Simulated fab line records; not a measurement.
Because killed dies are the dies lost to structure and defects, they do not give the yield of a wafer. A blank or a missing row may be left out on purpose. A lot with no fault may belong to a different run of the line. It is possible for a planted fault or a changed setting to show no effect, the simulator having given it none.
Chamber matching	flow n5-finfet	pecvd-01 running N5_BEOL_M1_DEP_57: 3 sister chambers
The step deposits SiCN from 3MS/NH3, target thk 8 nm, time 14 s. 3 wafers are shown with their chamber, then 10 later ones without.

## WAFERS PAIRED WITH THEIR CHAMBERS
wafer	chamber	throttle-valve-pct (%)
L085.5	2	9.1
L086.5	1	8.7
L088.3	0	9.7

## WAFERS MISSING THEIR CHAMBER
wafer	throttle-valve-pct (%)
L088.5	8.4
L091.1	9.5
L091.2	8.7
L091.5	8.7
L092.1	8.7
L092.2	9.6
L092.3	7.9
L094.2	8.4
L094.4	8.0
L094.5	8.6

## WHICH CHAMBER EACH WENT THROUGH
wafer	from the rows above	in truth
L088.5	can't be placed: 1 or 2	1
L091.1	can't be placed: 0 or 2 or 1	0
L091.2	can't be placed: 1 or 2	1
L091.5	can't be placed: 1 or 2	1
L092.1	can't be placed: 1 or 2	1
L092.2	can't be placed: 0 or 2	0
L092.3	can't be placed: 1 or 2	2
L094.2	can't be placed: 1 or 2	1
L094.4	can't be placed: 1 or 2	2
L094.5	can't be placed: 1 or 2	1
0 of 10 placed correctly. Can't be placed from these rows: 10 (the true chamber is among the candidates in 10). Placed wrongly: 0.
How it was worked out, from the rows above alone: a wafer's distance from a chamber is the root of the sum, over the readings, of the square of ((its reading less the chamber's mean) divided by the reading's scatter). The wafer belongs to the nearest chamber; if the next one is less than 2 further off, it can't be placed. For every chamber, the mean is computed from those of its wafers that are shown. The scatter (one wafer shown for each chamber): square how far every hidden wafer sits from the nearest shown wafer, average those squares and take the square root.
